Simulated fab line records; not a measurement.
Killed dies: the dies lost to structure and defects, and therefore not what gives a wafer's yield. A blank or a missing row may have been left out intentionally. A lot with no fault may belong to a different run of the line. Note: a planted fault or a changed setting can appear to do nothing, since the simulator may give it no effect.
Lot-split experiment + flow n5Finfet + 7 lots, 39 wafers read, on a route of 1938 steps

## SPLIT DETAILS
At N5_BEOL_M1_DESCUM_33 (chemistry O2, time 7 s), the setting timeS was moved away from the recipe's 7 s on 12 of the 39 wafers read, by -39.3% to +49.4%. The other wafers ran this setting at the recipe's value.

## THE PATH FROM SPLIT TO READING: the file shows 1 step between them
- N5_BEOL_M1_ETCH_77: etches underlayer in N2/H2, target depth 6.5 nm, time 5.2 s

## THE READING
CAR-EUV_of_BEOL_M1_COAT_22.thkNm (the simulator's own value, which no gauge read), in nm, at N5_BEOL_M1_ETCH_69 (etches SiARC in CF4, target depth 15.6 nm, time 26 s). The file gives no usual value for it. Average 11.1 nm, standard deviation 0.11 nm, over the 27 wafers here run with the recipe.

| wafer  | tool, chamber at the split | timeS as run, s | against the recipe | CAR-EUV_of_BEOL_M1_COAT_22.thkNm, nm | against lot-mates on the recipe |
|--------|----------------------------|-----------------|--------------------|--------------------------------------|---------------------------------|
| L083.1 | rieDiel-04, 2,0,2          | 7               | recipe             | 11.2                                 | -                               |
| L083.5 | rieDiel-04, 2,0,2          | 7               | recipe             | 11.2                                 | -                               |
| L083.2 | rieDiel-04, 2,0,2          | 7               | recipe             | 11                                   | -                               |
| L083.3 | rieDiel-04, 1,3,1          | 5.471           | -21.8%             | 11.8                                 | +0.7                            |
| L083.4 | rieDiel-04, 1,3,1          | 5.471           | -21.8%             | 11.8                                 | +0.7                            |
| L083.6 | rieDiel-04, 1,3,1          | 5.471           | -21.8%             | 11.8                                 | +0.7                            |
| L082.1 | rieDiel-05, 3              | 7               | recipe             | 11.2                                 | -                               |
| L082.2 | rieDiel-05, 2              | 7               | recipe             | 11                                   | -                               |
| L082.6 | rieDiel-05, 2              | 7               | recipe             | 11                                   | -                               |
| L082.3 | rieDiel-05, 0              | 4.287           | -38.8%             | 12.6                                 | +1.5                            |
| L082.4 | rieDiel-05, 1              | 4.287           | -38.8%             | 12.6                                 | +1.5                            |
| L082.5 | rieDiel-05, 1              | 4.287           | -38.8%             | 12.6                                 | +1.5                            |
| L087.1 | rieDiel-04, 1,3            | 7               | recipe             | 11.2                                 | -                               |
| L087.6 | rieDiel-04, 1              | 7               | recipe             | 11.2                                 | -                               |
| L087.2 | rieDiel-04, 2,0,0          | 10.46           | +49.4%             | 9.4                                  | -1.7                            |
| L087.3 | rieDiel-04, 2,0,0          | 10.46           | +49.4%             | 9.4                                  | -1.7                            |
| L087.5 | rieDiel-04, 2,0,0          | 10.46           | +49.4%             | 9.4                                  | -1.7                            |
| L087.4 | rieDiel-04, 1,3            | 7               | recipe             | 11                                   | -                               |
| L088.1 | rieDiel-02, 0,2            | 7               | recipe             | 11                                   | -                               |
| L088.2 | rieDiel-02, 1,3,2,3        | 7               | recipe             | 11                                   | -                               |
| L088.3 | rieDiel-02, 1,3,2,3        | 7               | recipe             | 11                                   | -                               |
| L088.4 | rieDiel-02, 1,3,2,3        | 7               | recipe             | 11                                   | -                               |
| L088.5 | rieDiel-02, 0,2            | 7               | recipe             | 11                                   | -                               |
| L088.6 | rieDiel-02, 1,3,2,3        | 7               | recipe             | 11.2                                 | -                               |
| L092.1 | rieDiel-05, 2,0            | 7               | recipe             | 11.2                                 | -                               |
| L092.6 | rieDiel-05, 2,0            | 7               | recipe             | 11.2                                 | -                               |
| L092.5 | rieDiel-05, 1              | 7               | recipe             | 11.4                                 | -                               |
| L091.1 | rieDiel-04, 3,1,1          | 7               | recipe             | 11.2                                 | -                               |
| L091.3 | rieDiel-04, 3,1,1          | 7               | recipe             | 11.2                                 | -                               |
| L091.4 | rieDiel-04, 0,2,2          | 7               | recipe             | 11.2                                 | -                               |
| L091.5 | rieDiel-04, 3,1,1          | 7               | recipe             | 11.2                                 | -                               |
| L091.6 | rieDiel-04, 0,2,2          | 7               | recipe             | 11.2                                 | -                               |
| L091.2 | rieDiel-04, 0,2,2          | 7               | recipe             | 11                                   | -                               |
| L095.1 | rieDiel-02, 1,3,2          | 4.252           | -39.3%             | 12.4                                 | +1.3                            |
| L095.3 | rieDiel-02, 1,3,2          | 4.252           | -39.3%             | 12.4                                 | +1.3                            |
| L095.6 | rieDiel-02, 1,3,2          | 4.252           | -39.3%             | 12.4                                 | +1.3                            |
| L095.2 | rieDiel-02, 0,2,1          | 7               | recipe             | 11                                   | -                               |
| L095.5 | rieDiel-02, 0,2,1          | 7               | recipe             | 11                                   | -                               |
| L095.4 | rieDiel-02, 0,2,1          | 7               | recipe             | 11.2                                 | -                               |
If several chambers appear in one row, that row covers several wafers at once and the file leaves open which wafer was in which chamber.

FIT RESULTS
A straight line over all 39 wafers: CAR-EUV_of_BEOL_M1_COAT_22.thkNm changes by -0.0348 nm for each +1% of timeS; r = -0.99; the points scatter about the line by 0.11 nm.
The same after taking each lot's own level away (the mean of its wafers on the recipe; 39 wafers): -0.0355 nm for each +1%; r = -0.99; scatter 0.093 nm.
That fit puts the effect of the largest move of timeS on the reading at 1.8 nm.
The span of the lots' own levels, 11.03 to 11.27 nm, comes to 2.1 times the standard deviation stated above.
The two slopes are in agreement: the lot-to-lot level therefore moves the slope only a little.
Check: -1.76 nm against its lot-mates is what the line predicts for one of the wafers moved furthest among these (+49.4%) when that wafer is left out of the fit. It came out at -1.73 nm against them.

## ADDITIONAL SPLITS CARRIED BY THESE WAFERS
These wafers also went through other splits before the reading. Each is held against what the fit with the lots' levels taken away leaves over:
| other split on the same wafers                | wafers away from the commonest value | r with CAR-EUV_of_BEOL_M1_COAT_22.thkNm (lot level and that fit taken away) |
|-----------------------------------------------|--------------------------------------|-----------------------------------------------------------------------------|
| N5_HKMG_FIN_DEVELOP_11 developTimeS           | 18                                   | -0.42                                                                       |
| N5_MOL_CONTACT_COAG_ETCHBACK_135 targetDepthA | 12                                   | +0.10                                                                       |

## THE WHOLE CHAIN: every reading that the file lists as answering this split, in the file's order
| step                 | what it does                                         | reading                                                                           | change (the file's fit)                | r (the file's) |
|----------------------|------------------------------------------------------|-----------------------------------------------------------------------------------|----------------------------------------|----------------|
| N5_BEOL_M1_DESCUM_33 | chemistry O2, time 7 s                               | CAR-EUV_of_BEOL_M1_COAT_22.thkNm (the simulator's own value, which no gauge read) | -0.0355 nm for each +1% of the setting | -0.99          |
| N5_BEOL_M1_ETCH_69   | etches SiARC in CF4, target depth 15.6 nm, time 26 s | CAR-EUV_of_BEOL_M1_COAT_22.thkNm (the simulator's own value, which no gauge read) | -0.0356 nm for each +1% of the setting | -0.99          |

## FILE'S OWN FIT
CAR-EUV_of_BEOL_M1_COAT_22.thkNm changes by -0.0356 nm for each +1% of timeS, r = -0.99.
